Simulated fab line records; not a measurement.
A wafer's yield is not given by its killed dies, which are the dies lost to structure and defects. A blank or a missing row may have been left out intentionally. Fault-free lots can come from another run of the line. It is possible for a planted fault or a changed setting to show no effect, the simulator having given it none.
A lot that was struck, set against a sound lot | flow nand-harc | 13 out of 1302 route steps
Sound: the wafers L687.2, L687.4, L687.5. The struck wafers were L684.2, L684.4, L684.6. At the end, the cause is stated.
Order at every step that has rows: each side's tool, ch and its chambers, its first start. Under that, the readings that differ: sound wafers | struck wafers | difference of the means | sigmas: that difference in standard deviations of wafers without a fault.
alike: words and numbers the same on both sides, and readings whose means are apart by under 2 such deviations; not compared: readings that were withheld, readings missing a value for some wafer, numbers with overlapping values and no deviation given by the record, and bounds like >300 which may hide the same value.
Wherever a step has rows on one side only, a row that says differs or no value, or a row with sigmas, the two part there. Numbers that don't overlap but have no deviation are shown without sigmas and don't part them. A reading that every wafer of one side lacks parts them only if that side has two wafers or more.

first, 1 step without rows for these wafers: NHARC_A_WL_FILL_ALD_02 (deposits TiN, target thk 2 nm, pulse time 3 s, ald cycles 100).
NHARC_A_WL_FILL_CVD_03: deposits W, target thk 40 nm, time 279 s.
  sound on cvd-w-02 ch 0,1, day 24 15:16; struck on cvd-w-01 ch 0,1, day 24 16:45
  alike: heater-power-w, throttle-valve-pct
  not compared: since-wet-clean-h
NHARC_A_WL_FILL_ETCHBACK_04: etches the open film in NF3, target depth 60 nm, time 120 s.
  sound on rie-metal-01 ch 0,1, day 24 15:38; struck on rie-metal-02 ch 0,1, day 24 17:07
  alike: chamber-pressure-mTorr, drypump-motor-current-A, oes-product-au
  not compared: rf-hours-counter-h
NHARC_A_WL_FILL_ETCHBACK_05: etches the open film in Cl2/BCl3, target depth 22 nm, time 60 s.
  sound on rie-metal-01 ch 1, day 24 15:52; struck on rie-metal-02 ch 0,1, day 24 17:23
  reading               | sound             | struck            | difference | sigmas
  oes-product-au (a.u.) | 1.015 1.012 1.016 | 0.986 0.995 0.980 | -0.027     | -3
  alike: chamber-pressure-mTorr, drypump-motor-current-A
  not compared: rf-hours-counter-h
NHARC_A_WL_FILL_STRIP_27: strips in N2/H2, time 20 s.
  sound on plasma-asher-01 ch 0,1, day 24 16:02; struck on plasma-asher-01 ch 0,1, day 24 18:15
  alike: drypump-motor-current-A, heater-power-w
  not compared: rf-hours-counter-h
then, 4 steps without rows for these wafers: NHARC_A_WL_FILL_STRIP_28 (strips in post etch residue remover, time 1200 s); NHARC_A_WL_FILL_PRECLEAN_06 (cleans in DIW, time 300 s); NHARC_A_WL_FILL_SRD_07; NHARC_A_WL_FILL_ANNEAL_08 (time 1800 s).
NHARC_A_WL_FILL_ALD_10: deposits SiO2, target thk 50 nm, pulse time 10 s, ald cycles 500.
  sound on ald-hk-02 ch 0,1,2, day 24 22:20; struck on ald-hk-01 ch 1,2,3, day 24 21:50
  alike: heater-power-w, precursor-pulse-height-rel
  not compared: since-wet-clean-h
NHARC_A_WL_FILL_ETCHBACK_16: etches the open film in C4F8/O2/Ar, target depth 120 nm, time 24 s.
  sound on rie-diel-07 ch 0,1,2, day 25 02:29; struck on rie-diel-13 ch 0,1,2, day 25 02:34
  no value came back on the struck wafers for bias-w (W), chamber-pressure-mTorr (mTorr), oes-product-au (a.u.), rf-vpp-V (V); on the sound wafers bias-w (W) reads 800.4 792.0 800.7
  not compared: rf-hours-counter-h
then, 1 step without rows for these wafers: NHARC_A_WL_FILL_STRIP_29 (strips in O2, time 20 s).
-- the record jumps here: 4 days lie between the struck wafers' starts before and after (it left off in module A_WL_FILL and takes up again in module END, whose first step shown is number 1302 of the route) --
NHARC_END_SORT_01:
  at this point the record logs the struck wafers (prober-02 ch 0, day 29 01:01) and has no rows for the sound ones

## WHERE THEY PART
At NHARC_A_WL_FILL_ETCHBACK_05 first; at NHARC_END_SORT_01 last (within this record only).

WHY: whatever the simulator had introduced
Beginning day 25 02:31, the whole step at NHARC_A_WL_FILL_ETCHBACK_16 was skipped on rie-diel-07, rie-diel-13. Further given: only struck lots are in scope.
